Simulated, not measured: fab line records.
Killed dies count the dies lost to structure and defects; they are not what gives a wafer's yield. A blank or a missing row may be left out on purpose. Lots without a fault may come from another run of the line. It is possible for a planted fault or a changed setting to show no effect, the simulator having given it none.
Which tool did it?    flow nand-harc    Sampling: 11 lots, 33 wafers, 6 of 1302 route steps

## WHAT EACH GAUGE READ, for each wafer
NHARC_A_ONON_D2_THK_MEAS_08: measures by ellipsometry. Usual: thk-nm reads 1003 nm (standard deviation 10).
lot   measured      on             thk-nm (nm)     flag
L746  day 13 10:46  film-metro-01  1007 1009 1009  
L750  day 15 06:05  film-metro-02  1007 1008 1006  
L749  day 15 06:06  film-metro-02  1012 1012 1011  
L753  day 16 07:56  film-metro-01  1669 1669 1670  OFF
L755  day 16 23:02  film-metro-01  1660 1662 1659  OFF
L756  day 17 13:14  film-metro-01  1007 1005 1006  
L760  day 19 10:47  film-metro-01  999 998 996     
L761  day 19 11:00  film-metro-01  1012 1012 1012  
L763  day 20 10:29  film-metro-01  979 979 980     
L765  day 21 09:23  film-metro-01  1014 1016 1014  
L767  day 21 19:40  film-metro-02  1002 1002 1002  

NHARC_END_SORT_01. Usual: killed-at-array 46, standard deviation 16; killed-at-other 0.9, standard deviation 1.3; killed-at-periphery 4.1, standard deviation 3; killed-dies 51, standard deviation 17; killed-open 3.5, standard deviation 1.8; killed-short 2.5, standard deviation 1.8.
lot   measured      on         killed-at-array  killed-at-other  killed-at-periphery  killed-dies  killed-open  killed-short  flag
L753  day 28 10:43  prober-01  677 670 675      0 1 0            0 6 2                677 677 677  7 0 5        2 6 2         OFF
L755  day 28 20:07  prober-02  677 675 675      0 0 1            0 2 1                677 677 677  5 4 8        0 4 1         OFF

## EACH LOT AND THE TOOL THAT RAN IT (in order: tool; ch and the chambers of the sampled wafers; start)
lot   NHARC_A_CHANNEL_HOLE_D1_ETCH_26   NHARC_A_CHANNEL_FILL_D1_ALD_03                  NHARC_A_CHANNEL_FILL_D1_STRIP_28    NHARC_A_ONON_D2_DEP_06
L746  har-etch-01 ch 1, day 9 13:14     ald-sin-batch-03 ch 0, day 10 17:03 or earlier  rie-diel-04 ch 2,3, day 10 17:03    pecvd-onon-01 ch 0, day 13 10:15
L750  har-etch-01 ch 0,1, day 11 07:58  ald-sin-batch-02 ch 0, day 12 11:43 or earlier  rie-diel-05 ch 1,2,3, day 12 11:43  pecvd-onon-04 ch 0, day 15 05:34
L749  har-etch-02 ch 0,1, day 11 09:26  ald-sin-batch-02 ch 0, day 12 11:43 or earlier  rie-diel-04 ch 1,3, day 12 11:43    pecvd-onon-02 ch 0, day 15 05:42
L753  har-etch-02 ch 0,1, day 12 12:39  ald-sin-batch-01 ch 0, day 13 15:41 or earlier  rie-diel-01 ch 0,1,3, day 13 15:41  pecvd-onon-04 ch 0, day 16 07:25
L755  har-etch-01 ch 0,1, day 13 05:41  ald-sin-batch-02 ch 0, day 14 11:16 or earlier  rie-diel-04 ch 2,3, day 14 11:16    pecvd-onon-04 ch 0, day 16 22:32
L756  har-etch-01 ch 0,1, day 13 12:16  ald-sin-batch-02 ch 0, day 14 19:09 or earlier  rie-diel-04 ch 1,2, day 14 19:09    pecvd-onon-02 ch 0, day 17 12:47
L760  har-etch-02 ch 0,1, day 15 15:44  ald-sin-batch-03 ch 0, day 16 18:46 or earlier  rie-diel-05 ch 0,2,3, day 16 18:46  pecvd-onon-01 ch 0, day 19 10:20
L761  har-etch-01 ch 0,1, day 15 17:44  ald-sin-batch-03 ch 0, day 16 18:46 or earlier  rie-diel-01 ch 0,1,2, day 16 18:46  pecvd-onon-04 ch 0, day 19 10:29
L763  har-etch-01 ch 1, day 16 16:38    ald-sin-batch-01 ch 0, day 17 19:58 or earlier  rie-diel-04 ch 1,3, day 17 19:58    pecvd-onon-04 ch 0, day 20 09:58
L765  har-etch-02 ch 0,1, day 17 18:25  ald-sin-batch-03 ch 0, day 18 20:53 or earlier  rie-diel-04 ch 0,1,2, day 18 20:53  pecvd-onon-04 ch 0, day 21 08:53
L767  har-etch-02 ch 0,1, day 18 04:19  ald-sin-batch-02 ch 0, day 19 09:19 or earlier  rie-diel-01 ch 0,1, day 19 09:19    pecvd-onon-02 ch 0, day 21 19:10
- NHARC_A_CHANNEL_HOLE_D1_ETCH_26: etches the open film in C4F8/O2/Ar, time 224.1 s, target depth 300 nm.
- NHARC_A_CHANNEL_FILL_D1_ALD_03: deposits SiNx, target thk 6 nm, pulse time 60 s, ald cycles 58.
- NHARC_A_CHANNEL_FILL_D1_STRIP_28: strips in O2, time 20 s.
- NHARC_A_ONON_D2_DEP_06: target thk 1000 nm.

## AS READ BY THE TOOLS THEMSELVES (means over the sampled wafers that have a number; for cases with no such wafer, the mark the record gives instead)
NHARC_A_CHANNEL_HOLE_D1_ETCH_26. Usual: bias-v 300 V, standard deviation 3.3; c4f8-flow-sccm 11.40 sccm, standard deviation 0.032; drypump-motor-current-A 5.27 A, standard deviation 0.19; o2-flow-sccm 113.7 sccm, standard deviation 0.32; showerhead-plenum-p-Torr 3.70 Torr, standard deviation 0.12; throttle-valve-pct 24.584 %, standard deviation 0.0093.
lot   tool         bias-v (V)  c4f8-flow-sccm (sccm)  drypump-motor-current-A (A)  o2-flow-sccm (sccm)  showerhead-plenum-p-Torr (Torr)  throttle-valve-pct (%)  flag
L746  har-etch-01  300         11.37                  5.12                         113.2                3.72                             24.584                  
L750  har-etch-01  300         11.41                  5.18                         114.3                3.75                             24.590                  
L749  har-etch-02  305         11.39                  5.50                         113.5                3.68                             24.592                  
L753  har-etch-02  301         11.38                  5.49                         113.8                3.67                             24.586                  
L755  har-etch-01  301         11.39                  5.20                         113.8                3.73                             24.580                  
L756  har-etch-01  299         11.39                  5.19                         113.8                3.73                             24.588                  
L760  har-etch-02  301         11.44                  5.38                         114.0                3.53                             24.584                  
L761  har-etch-01  301         11.38                  5.15                         113.6                3.70                             24.580                  
L763  har-etch-01  296         11.37                  5.11                         113.8                3.67                             24.582                  
L765  har-etch-02  295         11.41                  5.39                         113.4                3.91                             24.583                  
L767  har-etch-02  301         11.41                  5.51                         113.5                3.82                             24.588                  

NHARC_A_CHANNEL_FILL_D1_ALD_03. Usual: precursor-pulse-height-rel reads 0.998 (standard deviation 0.019).
lot   tool              precursor-pulse-height-rel  flag
L746  ald-sin-batch-03  1.004                       
L750  ald-sin-batch-02  0.989                       
L749  ald-sin-batch-02  1.002                       
L753  ald-sin-batch-01  1.016                       
L755  ald-sin-batch-02  1.000                       
L756  ald-sin-batch-02  1.000                       
L760  ald-sin-batch-03  1.005                       
L761  ald-sin-batch-03  0.987                       
L763  ald-sin-batch-01  0.990                       
L765  ald-sin-batch-03  1.006                       
L767  ald-sin-batch-02  1.010                       

NHARC_A_CHANNEL_FILL_D1_STRIP_28. Usual: drypump-motor-current-A 5.4 A, standard deviation 0.34; o2-flow-sccm 500.2 sccm, standard deviation 1.4; oes-product-au 0.997 a.u., standard deviation 0.0083; rf-vpp-V 57.8 V, standard deviation 0.9; showerhead-plenum-p-Torr 3.51 Torr, standard deviation 0.16; throttle-valve-pct 17.036 %, standard deviation 0.0095.
lot   tool         drypump-motor-current-A (A)  o2-flow-sccm (sccm)  oes-product-au (a.u.)  rf-vpp-V (V)  showerhead-plenum-p-Torr (Torr)  throttle-valve-pct (%)  flag
L746  rie-diel-04  5.6                          500.4                1.002                  57.8          3.47                             17.039                  
L750  rie-diel-05  5.2                          500.9                0.993                  58.8          3.49                             17.029                  
L749  rie-diel-04  5.5                          500.0                1.003                  58.0          3.48                             17.037                  
L753  rie-diel-01  5.3                          501.3                0.996                  58.6          3.49                             17.032                  
L755  rie-diel-04  5.4                          500.5                1.005                  57.9          3.62                             17.039                  
L756  rie-diel-04  5.7                          500.2                1.002                  57.4          3.32                             17.039                  
L760  rie-diel-05  5.5                          499.7                0.998                  57.3          3.55                             17.037                  
L761  rie-diel-01  5.6                          500.2                0.999                  58.0          3.59                             17.041                  
L763  rie-diel-04  5.3                          502.0                0.990                  57.7          3.63                             17.047                  
L765  rie-diel-04  5.6                          499.4                0.995                  57.7          3.41                             17.033                  
L767  rie-diel-01  5.2                          499.5                0.990                  58.4          3.60                             17.037                  

NHARC_A_ONON_D2_DEP_06. Usual: sih4-flow-sccm reads 210.0 sccm (standard deviation 0.68).
lot   tool           sih4-flow-sccm (sccm)  flag
L746  pecvd-onon-01  209.0                  
L750  pecvd-onon-04  211.0                  
L749  pecvd-onon-02  209.9                  
L753  pecvd-onon-04  209.9                  
L755  pecvd-onon-04  210.0                  
L756  pecvd-onon-02  209.8                  
L760  pecvd-onon-01  211.1                  
L761  pecvd-onon-04  209.8                  
L763  pecvd-onon-04  209.6                  
L765  pecvd-onon-04  209.6                  
L767  pecvd-onon-02  210.5                  

## THE ANSWER, worked out from the rows above alone
Rule: a lot counts as off when the mean over its wafers that have a number is more than 3 standard deviations away from the usual mean. Also off: a lot with no number at a reading for which 4 or more lots have one. Where the step has rows for the other lots, those lots are counted as sound. First the gauges in route order, then the tools' own readings, where a lot's mean is used as printed above. The first step at which some lot is off is used, and at that step the reading that is off furthest; a lot without a number counts as furthest.
Off at NHARC_A_ONON_D2_THK_MEAS_08 (thk-nm): L753, L755.
If a tool, at a process step before that reading, ran all the lots that are off and no sound lot after the first of them, it fits. The gauges at NHARC_A_ONON_D2_THK_MEAS_08 aren't tried: what is off there is off at NHARC_END_SORT_01 too, on other tools, and a gauge's error can't cause that. NHARC_A_CHANNEL_FILL_D1_ALD_03 gives no start for some lots, so the hours and the order of its lots are those of NHARC_A_CHANNEL_FILL_D1_STRIP_28. Not one of the candidates tried fits.

## WHAT HAD BEEN PUT IN BY THE SIMULATOR
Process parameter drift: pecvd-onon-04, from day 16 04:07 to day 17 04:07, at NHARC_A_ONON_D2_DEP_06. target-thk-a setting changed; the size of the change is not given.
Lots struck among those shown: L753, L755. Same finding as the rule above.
